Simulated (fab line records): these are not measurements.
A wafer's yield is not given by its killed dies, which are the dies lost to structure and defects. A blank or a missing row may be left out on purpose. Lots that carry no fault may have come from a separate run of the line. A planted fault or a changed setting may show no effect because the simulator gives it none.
fab line records | flow n5Finfet
[record] lots = 4 wafers = 12 lastDay = 16
route steps=1938 shown SDB@371 DUMMY_REMOVAL@377 HKMG_FIN@385 PASSIVATION@1936
lots that met no fault: from a run of the same line without faults
startH: hours from the record's first day to the start of the lot's first wafer shown | waitH: hours since the lot's step before | " same as the row above | L1.1+2: a row that stands for several wafers | - no value, or no start was given | * or withheld: withheld | < > ~ a bound
route shown NAME@n: a module of which the file shows steps, and the number in the route of the first | usual: mean and standard deviation over wafers with no fault | same: alike in all rows | chamber/n: place in a boat | sites: each site's reading | _std_site: standard deviation of those values | _edge_site: inner sites' mean taken away from outer sites' mean | radiusMm: how far each site lies from the wafer's centre | mask NAME#n: copy n | behind: the most recent tool/chamber to have shaped the wafer | hold: cause of the lot's hold/its duration in hours/its outcome | device: the n, p or np transistor that did not switch | end of line: at the end of the route, the tests of the same wafers | for a step that has no rows: nothing shown but its recipe | killed: dies that structure and defects cost at the first sort, which is not the same as the wafer's yield | map: a wafer's dies, marking killed ones x, the rest . and places with no die _
set.NAME: the setting that was run; set.NAME@STEP: the one run at that earlier step | model.NAME: the simulator's own value behind a step, which no gauge read
certain route steps with their lots: each step a table, each wafer a row
[[steps]]
[step N5_SDB_PRECLEAN_39]
[recipe] chemistry = O3/DIW timeS = 45 tempC = 22 o3Ppm = 10
[step N5_SDB_SRD_28]
[recipe] dry = ipaMarangoni timeS = 30 tempC = 23 rinseLiquid = diw
[step N5_SDB_ALD_29]
[recipe] material = SiNx targetThkA = 300 tempC = 400 aldPrecursorFamily = SiH2I2 aldCoReactant = N2/H2-plasma pulseTimeS = 1 aldCycles = 600 purgeTimeS = 2 coReactantPurgeTimeS = 2 pressureTorr = 2
[step N5_SDB_CMP_30]
[recipe] stopOn = poly-Si tOverpolishS = 1.54 postCmpClean = alkalineBrush downForcePsi = 4.1491 platenRpm = 51.796 padVelocityMS = 1.0306 targetThkNm = 30
[step N5_DUMMY_REMOVAL_HM_STRIP_01]
[recipe] chemistry = CH3F/O2 material = SiNx targetDepthA = 40 stopOn = poly-Si timeS = 6.8 overEtchFrac = 0.3 ionEnergyEv = 60 powerW = 410 biasW = 29 Ar_flow_sccm = 150 CH3F_flow_sccm = 30 O2_flow_sccm = 20
[step N5_DUMMY_REMOVAL_STRIP_10]
[recipe] chemistry = N2/H2 timeS = 40 powerW = 100 tempC = 40 pressureMtorr = 100 rfFrequencyHz = 6e+07 biasPowerW = 3 n2FlowSccm = 300 h2FlowSccm = 300
[step N5_DUMMY_REMOVAL_PRECLEAN_07]
[recipe] chemistry = dHF timeS = 30 tempC = 25 dilution = withheld
[step N5_DUMMY_REMOVAL_DUMMY_REMOVE_02]
[recipe] chemistry = TMAH tempC = 70 target = poly-Si stopOn = SiO2 targetDepthNm = 142 concWtPct = 5 timeS = 57 dry = ipaMarangoni rinseTimeS = 30 rinseTempC = 23
[step N5_DUMMY_REMOVAL_PRECLEAN_08]
[recipe] chemistry = NF3:NH3 afsCycles = 2 tempC = 30 timeS = 20 sublimationTempC = 180 sublimationTimeS = 60 pressureTorr = 3 rfPowerW = 30
[step N5_DUMMY_REMOVAL_PRECLEAN_04]
[recipe] chemistry = DHF timeS = 37 tempC = 25 dilution = 500:1
// columns lot.wafer tool chamber startH waitH
L109.3+4+5 wetBench-04 3,0,5 101.41 0.1
L111.1+4+5 wetBench-04 3,4,6 108.23 0.2
L114.3+5+6 wetBench-04 6,2,5 132.97 0.1
L125.1+4+6 wetBench-04 3,1,2 194.08 0.2
[step N5_DUMMY_REMOVAL_SRD_05]
[recipe] dry = ipaMarangoni doPpb = 5 timeS = 30 tempC = 23 rinseLiquid = diw
[step N5_HKMG_FIN_IL_REGROW_00]
[recipe] material = SiO2 targetThkA = 7.5 chemistry = O3 tempC = withheld timeS = 30
[step N5_HKMG_FIN_HK_ALD_01]
[recipe] material = HfO2 targetThkA = 16 tempC = withheld aldPrecursorFamily = HfCl4 aldCoReactant = H2O pulseTimeS = 3 purgeTimeS = 3 coReactantPurgeTimeS = 2.5 coReactantPulseTimeS = 0.3 aldCycles = 30
[step N5_HKMG_FIN_HK_ANNEAL_02]
[recipe] tempC = 700 timeS = 30 ambient = N2 idleTempC = 600 rampUpCPerS = 150 rampDownCPerS = 60 coolToC = 600
[step N5_HKMG_FIN_ALD_74]
[recipe] material = La2O3 targetThkA = 5 tempC = 250 aldPrecursorFamily = La-Cp aldCoReactant = O3 pulseTimeS = 6 coReactantPulseTimeS = 1 purgeTimeS = 3 coReactantPurgeTimeS = 3
[step N5_HKMG_FIN_ALD_75]
[recipe] material = Al2O3 targetThkA = 10 tempC = 150 aldPrecursorFamily = TMA aldCoReactant = H2O pulseTimeS = withheld coReactantPulseTimeS = 1
[step N5_HKMG_FIN_COAT_41]
[recipe] resist = SOC tempC = 250 timeS = 60 spinRpm = 1500 resistThkNm = 300
[step N5_HKMG_FIN_COAT_42]
[recipe] resist = SiARC tempC = 220 timeS = 60 spinRpm = 1500 resistThkNm = 35
[step N5_HKMG_FIN_COAT_43]
[recipe] resist = CAR-ArF spinRpm = 1500 resistThkNm = 90
[step N5_HKMG_FIN_EBR_45]
[recipe] solvent = PGMEA ebrWidthMm = 1.5
[step N5_HKMG_FIN_SOFTBAKE_44]
[recipe] tempC = 110 timeS = 60 resist = CAR-ArF
[step N5_HKMG_FIN_EXPOSE_46]
[recipe] maskId = NDIPOLE na = 1.35 sourceShape = conventional sigmaOuter = 0.8 polarization = unpolarized doseMj = 40
[step N5_HKMG_FIN_PEB_47]
[recipe] pebTempC = withheld pebTimeS = 60 resist = CAR-ArF
[step N5_HKMG_FIN_DEVELOP_48]
[recipe] developTimeS = 30 developer = TMAH resist = CAR-ArF rinseLiquid = diw dry = airSpin devTempC = 23
[step N5_HKMG_FIN_DESCUM_53]
[recipe] chemistry = O2 timeS = 7.9 sourcePowerW = 50 biasPowerW = 20 pressureMtorr = 20 rfFrequencyHz = 2.712e+07 tempC = 40 resist = CAR-ArF o2FlowSccm = 225
[step N5_HKMG_FIN_ETCH_54]
[recipe] chemistry = CF4 target = SiARC targetDepthA = 455 maskMaterial = CAR-ArF timeS = 75.8 ionEnergyEv = 80 pressureMtorr = 40 sourceW = 545 biasW = 36 Ar_flow_sccm = 100 cf4FlowSccm = 100 ends = cleared
[step N5_HKMG_FIN_ETCH_55]
[recipe] chemistry = N2/H2 target = SOC targetDepthA = 2400 tempC = 40 timeS = 300 ionEnergyEv = 200 maskMaterial = SiARC pressureMtorr = 30 sourceW = 840 biasW = 150 n2FlowSccm = 200 h2FlowSccm = 200
[step N5_HKMG_FIN_STRIP_56]
[recipe] chemistry = N2/H2 tempC = 40 n2FlowSccm = 200 h2FlowSccm = 200 rfFrequencyHz = 6e+07
[step N5_HKMG_FIN_STRIP_57]
[recipe] chemistry = CF4 resist = SiARC powerW = 300 biasPowerW = 75 pressureMtorr = 50 cf4FlowSccm = 150 rfFrequencyHz = 6e+07
[step N5_HKMG_FIN_ETCH_58]
[recipe] chemistry = N2/H2 target = SOC targetDepthA = 2158 ionEnergyEv = 50 biasW = 13 timeS = 741 pressureMtorr = 30 sourceW = 875 n2FlowSccm = 200 h2FlowSccm = 200
[step N5_HKMG_FIN_STRIP_93]
[recipe] chemistry = N2/H2 material = SOC timeS = 20 powerW = 500 tempC = 40 pressureMtorr = 50 rfFrequencyHz = 6e+07 biasPowerW = 8 h2Frac = 0.5 n2FlowSccm = 300 h2FlowSccm = 300
[step N5_HKMG_FIN_WET_ETCH_76]
[recipe] chemistry = dNH4OH mix = 1:50 tempC = 25 target = Al2O3 stopOn = La2O3 targetDepthNm = 2.25 dry = ipaMarangoni rinseTimeS = 30 rinseTempC = 23
[step N5_HKMG_FIN_STRIP_60]
[recipe] chemistry = N2/H2 powerW = 2500 tempC = 300 h2Frac = 0.65 timeS = 360 pressureMtorr = withheld n2FlowSccm = 1750 h2FlowSccm = 3250
[step N5_HKMG_FIN_WET_ETCH_77]
[recipe] chemistry = dHCl mix = 1:10000 tempC = 25 target = La2O3 stopOn = HfO2 targetDepthNm = 2
[step N5_HKMG_FIN_WET_ETCH_78]
[recipe] chemistry = dNH4OH mix = 1:50 tempC = 25 target = Al2O3 stopOn = La2O3 targetDepthNm = 4.5 dry = ipaMarangoni rinseTimeS = 30 rinseTempC = 23
[step N5_HKMG_FIN_ALD_79]
[recipe] material = TiN targetThkA = 15 tempC = 400 aldPrecursorFamily = TiCl4 aldCoReactant = NH3 pulseTimeS = 1 purgeTimeS = 3 coReactantPurgeTimeS = 2 coReactantPulseTimeS = 2 aldCycles = 68 pressureTorr = 3
[step N5_PASSIVATION_PROBE_49]
[usual] defectLimitedYield = 91.3/1.5 killed_at_M0_to_M3 = 33/12 killed_at_M4_up = 15/5.2 killedAtContacts = 12/5.1 killedAtFrontEnd = 39/11 killedAtOther = 5/3.6 killedDies = 103/18 killedOpen = 67/13 killedShort = 33/7.8 sort_bin_5_function = 5.1/0.96 sort_bin_6_memory = 3.2/0.71 sortNPass = 1077/18 sortYieldPct = 91.3/1.5
[same] grossDies = 1180 killedAtBackSide = 0 sort_bin_4_leakage[%] = 0 sort_bin_8_speed[%] = 0
// columns lot.wafer tool chamber startH waitH defectLimitedYield[%] killed_at_M0_to_M3 killed_at_M4_up killedAtContacts killedAtFrontEnd killedAtOther killedDies killedOpen killedShort sort_bin_5_function[%] sort_bin_6_memory[%] sortNPass sortYieldPct[%]
L111.1 prober-02 - 297.85 0.0 80.1 53 18 7 144 13 235 79 44 12.5 4.5 945 80.1
L111.4 prober-02 - 298.00 0.2 79.9 31 8 16 172 10 237 59 36 12.5 5.2 943 79.9
L111.5 prober-02 - 298.05 0.2 85.9 29 10 14 102 11 166 67 24 9.4 3.7 1014 85.9
L114.3 prober-01 - 313.86 0.1 85.9 33 10 13 109 1 166 64 33 8.3 3.6 1014 85.9
L114.5 prober-01 - 313.96 0.2 81.7 19 13 11 171 2 216 60 32 11.6 4.6 964 81.7
L114.6 prober-01 - 314.01 0.3 88.4 32 5 10 74 16 137 60 29 7.7 2.8 1043 88.4
// killed by level:class
L111.1 DUMMY_REMOVAL:unspecified=112 BEOL_M2:geometricParticle:open=11 BEOL_M0_SAQP:geometricParticle:short=10 BEOL_M3:geometricParticle:open=8 STI_FIN_REVEAL:geometricParticle:open=7 BEOL_M4:geometricParticle:open=7 PASS1_CAP:geometricParticle:short=6 BEOL_M0_SAQP:geometricParticle:open=6
L111.4 DUMMY_REMOVAL:unspecified=132 MOL_CONTACT_COAG:geometricParticle:open=13 BEOL_M2:geometricParticle:open=10 FIN_SAQP:geometricParticle:short=9 HKMG_FIN:areaEtch=8 BEOL_M1:geometricParticle:short=6 ILD0:geometricParticle:open=5 ILD0:geometricParticle:short=4
L111.5 DUMMY_REMOVAL:unspecified=74 MOL_CONTACT_COAG:geometricParticle:open=10 BEOL_M2:geometricParticle:open=8 FIN_SAQP:geometricParticle:open=6 FIN_SAQP:geometricParticle:short=6 BEOL_M3:geometricParticle:open=6 STI_FIN_REVEAL:geometricParticle:open=5 BEOL_M1:geometricParticle:open=5
L114.3 DUMMY_REMOVAL:unspecified=69 STI_FIN_REVEAL:geometricParticle:open=16 BEOL_M3:geometricParticle:open=9 MOL_CONTACT_COAG:geometricParticle:open=8 BEOL_M1:geometricParticle:open=8 FIN_SAQP:geometricParticle:short=7 BEOL_M3:geometricParticle:short=6 MOL_CONTACT_COAG:geometricParticle:short=5
L114.5 DUMMY_REMOVAL:unspecified=124 FIN_SAQP:geometricParticle:open=13 FIN_SAQP:geometricParticle:short=12 STI_FIN_REVEAL:geometricParticle:open=10 MOL_CONTACT_COAG:geometricParticle:open=9 BEOL_M0_SAQP:geometricParticle:short=5 BEOL_M4:geometricParticle:open=5 DUMMY_GATE:geometricParticle:open=4
L114.6 DUMMY_REMOVAL:unspecified=32 PASSIVATION:areaEtch=16 BEOL_M3:geometricParticle:open=9 MOL_CONTACT_COAG:geometricParticle:open=8 FIN_SAQP:geometricParticle:open=7 STI_FIN_REVEAL:geometricParticle:open=7 DUMMY_GATE:geometricParticle:open=7 FIN_SAQP:geometricParticle:short=6
// map L111.4 (x killed, . not)
_________________.....x......________________
______________....x.x....xx....._____________
___________........................__________
__________..............x...x......._________
________...x..x......................._______
_______.............................x.x______
______..x..x......xxx..................._____
_____.........x..xx.........x....x.x....x____
____...x..x..x..xxxx..x......x.........x..___
___.x..x....xxxxxxxxxxxx...........x......x__
___.........xx.xxxxxxxx.x.........x.x......__
__........x.xxxxxxxxxxxxxx.................._
__....x....xxxxxxxxxxxx.x...x.......x......._
_...x..xx...xxxxxxxxxxxxxx.x.........xx......
_.x........xxxxxxxxxxxxxx........x...........
_..........xxxxxxxxxxxxxxx...........x.....x.
_...x....x.x..xxxxxxxxxx.......x.....x.......
_........x.xxxxxxxxxx..x..x..............x...
_.x..........xx..x.....x....x.........x......
_.............xx.x.xx....x........x..........
_........................................x...
__......x...x..x.......x......x.....x......._
__..........x..xx.............x.....x......._
___.....x.........................x..x.x...__
___........xx........x.........x..x.x......__
____...................x......x........x..___
_____.....x..x.........x..............x..____
______......x............x.............._____
_______xx........x...................x.______
________....................x........._______
__________..................x....x.._________
___________.xx.x...................__________
______________xx.....xx........._____________
_________________......xx.x..________________
// map L114.5 (x killed, . not)
_________________......x.....________________
______________......x.x.....xx.._____________
___________..........x.......x.x...__________
__________............x........x...._________
________..............xx.xxxxx........_______
_______.................x.xxxxxxx..x...______
______...................xxxxxxx.x......_____
_____.............x...xxxxxxxxxxxxx.x....____
____x..x............x..xxxxxxxxxxxxx.x...x___
___.................xx.xxxxxxxxxxxxx..x....__
___....................xxxxxxxxxxxxxxx...x.__
__....x..............x.xxxxxxxxxxxx........._
__...x...x........x....xxxxxxxxxxxx..x......_
_........................xxxxxxxxxxx.........
_.....x...........x.....x.xxx.xxxxx..........
_.......................x..x.xxx...x..x......
_x.....................x.x..x................
_..x..........x......xx...x..................
_................x.....x..........x..x..x....
_......x....................x.........x......
_..........x...x...x...........x...........x.
__.x..x..x..........x.x..x...........x..x..._
__.......................................xx._
___..............x.x..x..............x.....__
___........................x.x.............__
____.x.....x.........................x....___
_____.........................x.x........____
______........xx........................_____
_______................................______
________..x......................x.x.._______
__________.............x............_________
___________.......x.x....x.........__________
______________...x.x....x..x...._____________
_________________.....x....x.________________
[[key]]
[firstSign] step = N5_PASSIVATION_PROBE_49 reading = killedAtFrontEnd direction = up sigmas = 7.9 usual = 39 struck = 129
[effect] step = N5_PASSIVATION_PROBE_49 reading = defectLimitedYield direction = down sigmas = 5.1 usual = 91.3 struck = 83.7 wafersMoved = 5
[moreKillsBornAt] N5_DUMMY_REMOVAL_PRECLEAN_04@wetBench-04 = 543
metAt N5_DUMMY_REMOVAL_PRECLEAN_04
struckWafers L111.1,L111.4,L111.5,L114.3,L114.5,L114.6
[baselineLoss] step = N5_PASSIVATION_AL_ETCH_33 wafers = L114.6
onsetBetween 101.41 108.23
[fault] kind = chamberParticleSource tool = wetBench-04 chamber = - onsetH = 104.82 steps = N5_DUMMY_REMOVAL_PRECLEAN_04 ratePerVisitCm2 = 0.99186 endH = 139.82
// baselineLoss: these wafers lose ten dies or more at that step, a loss of the line's own and not of a fault; the sort's usual values leave them out
